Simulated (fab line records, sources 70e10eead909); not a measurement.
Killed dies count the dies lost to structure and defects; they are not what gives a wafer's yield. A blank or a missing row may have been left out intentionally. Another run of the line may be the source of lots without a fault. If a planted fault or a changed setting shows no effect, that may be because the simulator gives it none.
Which of the tools did it? || flow nandHarc || 12 lots with 36 wafers sampled at 5 steps, on a route of 1159 steps

## WHAT THE GAUGES SHOWED, per wafer
NHARC_P_BONDPAD_OVL_MEAS_38. Usual: overlayXNm 1 nm, standard deviation 5.9; overlayYNm 0 nm, standard deviation 6.9.
{"lot": "L168", "measured": "day 6 20:53", "on": "overlay-02", "overlayXNm (nm)": "-3 -3 -3", "overlayYNm (nm)": "8 7 7", "flag": ""}
{"lot": "L169", "measured": "day 6 22:09", "on": "overlay-01", "overlayXNm (nm)": "-8 -7 -7", "overlayYNm (nm)": "-4 -4 -3", "flag": ""}
{"lot": "L171", "measured": "day 7 06:24", "on": "overlay-01", "overlayXNm (nm)": "3 3 3", "overlayYNm (nm)": "8 7 8", "flag": ""}
{"lot": "L172", "measured": "day 7 13:31", "on": "overlay-01", "overlayXNm (nm)": "-4 -4 -3", "overlayYNm (nm)": "3 3 2", "flag": ""}
{"lot": "L176", "measured": "day 8 14:38", "on": "overlay-02", "overlayXNm (nm)": "5 4 4", "overlayYNm (nm)": "-4 -5 -4", "flag": ""}
{"lot": "L183", "measured": "day 10 15:22", "on": "overlay-01", "overlayXNm (nm)": "-5 -5 -5", "overlayYNm (nm)": "10 10 10", "flag": ""}
{"lot": "L182", "measured": "day 10 17:16", "on": "overlay-01", "overlayXNm (nm)": "10 10 10", "overlayYNm (nm)": "8 8 8", "flag": ""}
{"lot": "L184", "measured": "day 10 19:30", "on": "overlay-01", "overlayXNm (nm)": "11 11 12", "overlayYNm (nm)": "-9 -8 -8", "flag": ""}
{"lot": "L187", "measured": "day 11 05:56", "on": "overlay-01", "overlayXNm (nm)": "-1 -1 -1", "overlayYNm (nm)": "-12 -11 -11", "flag": ""}
{"lot": "L186", "measured": "day 11 10:36", "on": "overlay-02", "overlayXNm (nm)": "3 3 3", "overlayYNm (nm)": "-14 -14 -14", "flag": ""}
{"lot": "L188", "measured": "day 11 15:30", "on": "overlay-01", "overlayXNm (nm)": "5 4 5", "overlayYNm (nm)": "-4 -5 -4", "flag": ""}
{"lot": "L189", "measured": "day 11 17:38", "on": "overlay-02", "overlayXNm (nm)": "5 5 5", "overlayYNm (nm)": "-5 -4 -5", "flag": ""}

NHARC_END_SORT_01. Usual: defectLimitedYield 95.4 %, standard deviation 1.6; killedAtArray 28, standard deviation 11; killedAtOther 0.9, standard deviation 1.2; killedAtPeriphery 2.6, standard deviation 2.1; killedDies 31, standard deviation 11; killedOpen 3.1, standard deviation 1.7; killedShort 1.9, standard deviation 1.3; sort_bin_2_pct 1.5 %, standard deviation 0.64; sort_bin_3_pct 0.26 %, standard deviation 0.21; sort_bin_4_pct 2.9 %, standard deviation 1.1; sortNPass 646, standard deviation 11; sortRimYieldPct 96.4 %, standard deviation 2.3; sortYieldPct 95.4 %, standard deviation 1.6.
{"lot": "L169", "measured": "day 21 04:14", "on": "prober-02", "defectLimitedYield (%)": "97.9 98.1 97.8", "killedAtArray": "11 12 12", "killedAtOther": "1 0 0", "killedAtPeriphery": "2 1 3", "killedDies": "14 13 15", "killedOpen": "4 1 1", "killedShort": "1 0 1", "sort_bin_2_pct (%)": "0.4 0.7 0.6", "sort_bin_3_pct (%)": "0 0 0", "sort_bin_4_pct (%)": "1.6 1.2 1.6", "sortNPass": "663 664 662", "sortRimYieldPct (%)": "98.1 99.1 100.0", "sortYieldPct (%)": "97.9 98.1 97.8", "flag": ""}
{"lot": "L171", "measured": "day 22 06:23", "on": "prober-02", "defectLimitedYield (%)": "95.3 93.9 94.1", "killedAtArray": "29 38 39", "killedAtOther": "0 0 0", "killedAtPeriphery": "3 3 1", "killedDies": "32 41 40", "killedOpen": "6 4 0", "killedShort": "0 2 2", "sort_bin_2_pct (%)": "1.6 2.8 1.8", "sort_bin_3_pct (%)": "0.30 0.30 0.44", "sort_bin_4_pct (%)": "2.8 3.0 3.7", "sortNPass": "645 636 637", "sortRimYieldPct (%)": "96.2 99.1 97.2", "sortYieldPct (%)": "95.3 93.9 94.1", "flag": ""}
{"lot": "L183", "measured": "day 26 09:20", "on": "prober-01", "defectLimitedYield (%)": "95.1 94.8 93.1", "killedAtArray": "31 26 39", "killedAtOther": "0 1 1", "killedAtPeriphery": "2 8 7", "killedDies": "33 35 47", "killedOpen": "4 4 3", "killedShort": "4 1 5", "sort_bin_2_pct (%)": "1.5 1.3 1.6", "sort_bin_3_pct (%)": "0.15 0.30 0.30", "sort_bin_4_pct (%)": "3.2 3.5 5.0", "sortNPass": "644 642 630", "sortRimYieldPct (%)": "98.1 95.3 99.1", "sortYieldPct (%)": "95.1 94.8 93.1", "flag": ""}
{"lot": "L182", "measured": "day 25 23:12", "on": "prober-02", "defectLimitedYield (%)": "96.2 97.0 95.1", "killedAtArray": "23 14 30", "killedAtOther": "3 4 3", "killedAtPeriphery": "0 2 0", "killedDies": "26 20 33", "killedOpen": "2 5 3", "killedShort": "0 1 0", "sort_bin_2_pct (%)": "1.2 0.9 1.5", "sort_bin_3_pct (%)": "0.44 0 0.30", "sort_bin_4_pct (%)": "2.2 2.1 3.1", "sortNPass": "651 657 644", "sortRimYieldPct (%)": "100.0 98.1 97.2", "sortYieldPct (%)": "96.2 97.0 95.1", "flag": ""}
{"lot": "L184", "measured": "day 26 06:05", "on": "prober-02", "defectLimitedYield (%)": "93.8 93.8 94.1", "killedAtArray": "38 41 38", "killedAtOther": "0 0 0", "killedAtPeriphery": "4 1 2", "killedDies": "42 42 40", "killedOpen": "3 0 4", "killedShort": "3 2 1", "sort_bin_2_pct (%)": "1.6 1.2 1.5", "sort_bin_3_pct (%)": "0.30 0.44 0.30", "sort_bin_4_pct (%)": "4.3 4.6 4.1", "sortNPass": "635 635 637", "sortRimYieldPct (%)": "94.3 97.2 93.4", "sortYieldPct (%)": "93.8 93.8 94.1", "flag": ""}
{"lot": "L187", "measured": "day 26 21:41", "on": "prober-02", "defectLimitedYield (%)": "96.8 97.0 95.9", "killedAtArray": "15 17 21", "killedAtOther": "1 0 0", "killedAtPeriphery": "6 3 7", "killedDies": "22 20 28", "killedOpen": "4 4 7", "killedShort": "0 1 1", "sort_bin_2_pct (%)": "1.6 1.2 0.6", "sort_bin_3_pct (%)": "0 0.30 0.15", "sort_bin_4_pct (%)": "1.6 1.5 3.4", "sortNPass": "655 657 649", "sortRimYieldPct (%)": "99.1 97.2 96.2", "sortYieldPct (%)": "96.8 97.0 95.9", "flag": ""}
{"lot": "L186", "measured": "day 27 05:28", "on": "prober-02", "defectLimitedYield (%)": "92.2 92.2 91.0", "killedAtArray": "52 50 58", "killedAtOther": "1 0 0", "killedAtPeriphery": "0 3 3", "killedDies": "53 53 61", "killedOpen": "2 5 5", "killedShort": "2 4 0", "sort_bin_2_pct (%)": "2.5 2.4 3.0", "sort_bin_3_pct (%)": "0.59 0.59 0.44", "sort_bin_4_pct (%)": "4.7 4.9 5.6", "sortNPass": "624 624 616", "sortRimYieldPct (%)": "94.3 88.7 92.5", "sortYieldPct (%)": "92.2 92.2 91.0", "flag": ""}

## TOOL THAT RAN EACH LOT (tool first, then ch and the chambers of the sampled wafers, then the start)
{"lot": "L168", "NHARC_P_BONDPAD_PVD_17": "pvdSputter-01, day 6 22:19", "NHARC_P_BONDPAD_PVD_27": "pvdSputter-01, day 6 23:01 or earlier", "NHARC_P_BONDPAD_ANNEAL_28": "rtpAnneal-02 ch 0, day 6 23:01"}
{"lot": "L169", "NHARC_P_BONDPAD_PVD_17": "pvdSputter-01, day 6 23:23", "NHARC_P_BONDPAD_PVD_27": "pvdSputter-01, day 7 00:02 or earlier", "NHARC_P_BONDPAD_ANNEAL_28": "rtpAnneal-01 ch 0, day 7 00:02"}
{"lot": "L171", "NHARC_P_BONDPAD_PVD_17": "pvdSputter-03, day 7 07:38", "NHARC_P_BONDPAD_PVD_27": "pvdSputter-03, day 7 08:32 or earlier", "NHARC_P_BONDPAD_ANNEAL_28": "rtpAnneal-01 ch 0, day 7 08:32"}
{"lot": "L172", "NHARC_P_BONDPAD_PVD_17": "pvdSputter-03, day 7 14:50", "NHARC_P_BONDPAD_PVD_27": "pvdSputter-03, day 7 15:54 or earlier", "NHARC_P_BONDPAD_ANNEAL_28": "rtpAnneal-02 ch 0, day 7 15:54"}
{"lot": "L176", "NHARC_P_BONDPAD_PVD_17": "pvdSputter-03, day 8 16:01", "NHARC_P_BONDPAD_PVD_27": "pvdSputter-03, day 8 16:43 or earlier", "NHARC_P_BONDPAD_ANNEAL_28": "rtpAnneal-01 ch 0, day 8 16:43"}
{"lot": "L183", "NHARC_P_BONDPAD_PVD_17": "pvdSputter-03, day 10 16:38", "NHARC_P_BONDPAD_PVD_27": "pvdSputter-03, day 10 17:16 or earlier", "NHARC_P_BONDPAD_ANNEAL_28": "rtpAnneal-01 ch 0, day 10 17:16"}
{"lot": "L182", "NHARC_P_BONDPAD_PVD_17": "pvdSputter-01, day 10 18:26", "NHARC_P_BONDPAD_PVD_27": "pvdSputter-01, day 10 19:22 or earlier", "NHARC_P_BONDPAD_ANNEAL_28": "rtpAnneal-01 ch 0, day 10 19:22"}
{"lot": "L184", "NHARC_P_BONDPAD_PVD_17": "pvdSputter-03, day 10 20:46", "NHARC_P_BONDPAD_PVD_27": "pvdSputter-03, day 10 20:59", "NHARC_P_BONDPAD_ANNEAL_28": "rtpAnneal-01 ch 0, day 10 22:04"}
{"lot": "L187", "NHARC_P_BONDPAD_PVD_17": "pvdSputter-03, day 11 07:08", "NHARC_P_BONDPAD_PVD_27": "pvdSputter-03, day 11 07:45 or earlier", "NHARC_P_BONDPAD_ANNEAL_28": "rtpAnneal-02 ch 0, day 11 07:45"}
{"lot": "L186", "NHARC_P_BONDPAD_PVD_17": "pvdSputter-03, day 11 11:47", "NHARC_P_BONDPAD_PVD_27": "pvdSputter-03, day 11 12:25 or earlier", "NHARC_P_BONDPAD_ANNEAL_28": "rtpAnneal-02 ch 0, day 11 12:25"}
{"lot": "L188", "NHARC_P_BONDPAD_PVD_17": "pvdSputter-02, day 11 16:51", "NHARC_P_BONDPAD_PVD_27": "pvdSputter-02, day 11 17:29 or earlier", "NHARC_P_BONDPAD_ANNEAL_28": "rtpAnneal-01 ch 0, day 11 17:29"}
{"lot": "L189", "NHARC_P_BONDPAD_PVD_17": "pvdSputter-01, day 11 18:53", "NHARC_P_BONDPAD_PVD_27": "pvdSputter-01, day 11 19:32 or earlier", "NHARC_P_BONDPAD_ANNEAL_28": "rtpAnneal-02 ch 0, day 11 19:32"}
- NHARC_P_BONDPAD_PVD_17: deposits TaN, target thk 5 nm, time 8.06 s.
- NHARC_P_BONDPAD_PVD_27: deposits Cu, target thk 30 nm, time 20.49 s.
- NHARC_P_BONDPAD_ANNEAL_28: time 90 s.

## AS READ BY THE TOOLS THEMSELVES (means over the sampled wafers that have a number; for cases with no such wafer, the mark the record gives instead)
NHARC_P_BONDPAD_PVD_17. Usual: chamberPressurePa 0.11997 Pa, standard deviation 0.00025; substrateTempC 49.99 C, standard deviation 0.1; throttleValvePct 29.8 %, standard deviation 1.
{"lot": "L168", "tool": "pvdSputter-01", "chamberPressurePa (Pa)": 0.11992, "substrateTempC (C)": 49.99, "throttleValvePct (%)": 29.5, "flag": ""}
{"lot": "L169", "tool": "pvdSputter-01", "chamberPressurePa (Pa)": 0.11981, "substrateTempC (C)": 50.02, "throttleValvePct (%)": 29.4, "flag": ""}
{"lot": "L171", "tool": "pvdSputter-03", "chamberPressurePa (Pa)": 0.11999, "substrateTempC (C)": 50.04, "throttleValvePct (%)": 29.8, "flag": ""}
{"lot": "L172", "tool": "pvdSputter-03", "chamberPressurePa (Pa)": 0.11997, "substrateTempC (C)": 50.03, "throttleValvePct (%)": 29.1, "flag": ""}
{"lot": "L176", "tool": "pvdSputter-03", "chamberPressurePa (Pa)": 0.11985, "substrateTempC (C)": 50.01, "throttleValvePct (%)": 30.2, "flag": ""}
{"lot": "L183", "tool": "pvdSputter-03", "chamberPressurePa (Pa)": 0.12019, "substrateTempC (C)": 50.03, "throttleValvePct (%)": 30.1, "flag": ""}
{"lot": "L182", "tool": "pvdSputter-01", "chamberPressurePa (Pa)": 0.11986, "substrateTempC (C)": 50.05, "throttleValvePct (%)": 30.0, "flag": ""}
{"lot": "L184", "tool": "pvdSputter-03", "chamberPressurePa (Pa)": 0.11975, "substrateTempC (C)": 50.03, "throttleValvePct (%)": 29.8, "flag": ""}
{"lot": "L187", "tool": "pvdSputter-03", "chamberPressurePa (Pa)": 0.11970, "substrateTempC (C)": 49.92, "throttleValvePct (%)": 30.3, "flag": ""}
{"lot": "L186", "tool": "pvdSputter-03", "chamberPressurePa (Pa)": 0.12010, "substrateTempC (C)": 49.97, "throttleValvePct (%)": 30.1, "flag": ""}
{"lot": "L188", "tool": "pvdSputter-02", "chamberPressurePa (Pa)": 0.11998, "substrateTempC (C)": 50.09, "throttleValvePct (%)": 29.3, "flag": ""}
{"lot": "L189", "tool": "pvdSputter-01", "chamberPressurePa (Pa)": 0.12015, "substrateTempC (C)": 49.96, "throttleValvePct (%)": 29.3, "flag": ""}

NHARC_P_BONDPAD_PVD_27. Usual: chamberPressurePa 5.000 Pa, standard deviation 0.0096; substrateTempC 29.99 C, standard deviation 0.11; throttleValvePct 29.8 %, standard deviation 1.
{"lot": "L168", "tool": "pvdSputter-01", "chamberPressurePa (Pa)": 4.990, "substrateTempC (C)": 29.93, "throttleValvePct (%)": 28.6, "flag": ""}
{"lot": "L169", "tool": "pvdSputter-01", "chamberPressurePa (Pa)": 5.000, "substrateTempC (C)": 30.03, "throttleValvePct (%)": 30.2, "flag": ""}
{"lot": "L171", "tool": "pvdSputter-03", "chamberPressurePa (Pa)": 4.995, "substrateTempC (C)": 29.91, "throttleValvePct (%)": 30.0, "flag": ""}
{"lot": "L172", "tool": "pvdSputter-03", "chamberPressurePa (Pa)": 4.999, "substrateTempC (C)": 29.99, "throttleValvePct (%)": 30.0, "flag": ""}
{"lot": "L176", "tool": "pvdSputter-03", "chamberPressurePa (Pa)": 5.004, "substrateTempC (C)": 29.91, "throttleValvePct (%)": 29.7, "flag": ""}
{"lot": "L183", "tool": "pvdSputter-03", "chamberPressurePa (Pa)": 4.995, "substrateTempC (C)": 30.15, "throttleValvePct (%)": 29.8, "flag": ""}
{"lot": "L182", "tool": "pvdSputter-01", "chamberPressurePa (Pa)": 4.993, "substrateTempC (C)": 29.89, "throttleValvePct (%)": 28.4, "flag": ""}
{"lot": "L184", "tool": "pvdSputter-03", "chamberPressurePa (Pa)": 4.999, "substrateTempC (C)": 29.93, "throttleValvePct (%)": 29.7, "flag": ""}
{"lot": "L187", "tool": "pvdSputter-03", "chamberPressurePa (Pa)": 5.003, "substrateTempC (C)": 30.03, "throttleValvePct (%)": 29.7, "flag": ""}
{"lot": "L186", "tool": "pvdSputter-03", "chamberPressurePa (Pa)": 5.000, "substrateTempC (C)": 30.03, "throttleValvePct (%)": 30.1, "flag": ""}
{"lot": "L188", "tool": "pvdSputter-02", "chamberPressurePa (Pa)": 5.008, "substrateTempC (C)": 29.85, "throttleValvePct (%)": 29.8, "flag": ""}
{"lot": "L189", "tool": "pvdSputter-01", "chamberPressurePa (Pa)": 4.992, "substrateTempC (C)": 30.00, "throttleValvePct (%)": 28.9, "flag": ""}

NHARC_P_BONDPAD_ANNEAL_28. Usual: wafer_temp_C_max at 226.3, with a standard deviation of 0.39.
{"lot": "L168", "tool": "rtpAnneal-02", "wafer_temp_C_max": 226.7, "flag": ""}
{"lot": "L169", "tool": "rtpAnneal-01", "wafer_temp_C_max": 226.1, "flag": ""}
{"lot": "L171", "tool": "rtpAnneal-01", "wafer_temp_C_max": 225.6, "flag": ""}
{"lot": "L172", "tool": "rtpAnneal-02", "wafer_temp_C_max": 226.4, "flag": ""}
{"lot": "L176", "tool": "rtpAnneal-01", "wafer_temp_C_max": 226.4, "flag": ""}
{"lot": "L183", "tool": "rtpAnneal-01", "wafer_temp_C_max": 226.2, "flag": ""}
{"lot": "L182", "tool": "rtpAnneal-01", "wafer_temp_C_max": 225.9, "flag": ""}
{"lot": "L184", "tool": "rtpAnneal-01", "wafer_temp_C_max": 225.9, "flag": ""}
{"lot": "L187", "tool": "rtpAnneal-02", "wafer_temp_C_max": 226.7, "flag": ""}
{"lot": "L186", "tool": "rtpAnneal-02", "wafer_temp_C_max": 226.7, "flag": ""}
{"lot": "L188", "tool": "rtpAnneal-01", "wafer_temp_C_max": 226.1, "flag": ""}
{"lot": "L189", "tool": "rtpAnneal-02", "wafer_temp_C_max": 226.5, "flag": ""}

## THE ANSWER, worked out from the rows above alone
Rule: take the mean of a lot's wafers that have a number; if it is more than 3 standard deviations from the usual mean, the lot is off. Also off: a lot with no number at a reading for which 4 or more lots have one. Any other lot the step has rows for is counted as sound. First the gauges in route order, then the tools' own readings, where a lot's mean is used as printed above. At the first step where some lot is off, the reading lying furthest off is the one used; lots without a number count as furthest.
No lot is off at any reading shown: from this, nothing can be told.

## WHAT THE SIMULATOR PUT IN
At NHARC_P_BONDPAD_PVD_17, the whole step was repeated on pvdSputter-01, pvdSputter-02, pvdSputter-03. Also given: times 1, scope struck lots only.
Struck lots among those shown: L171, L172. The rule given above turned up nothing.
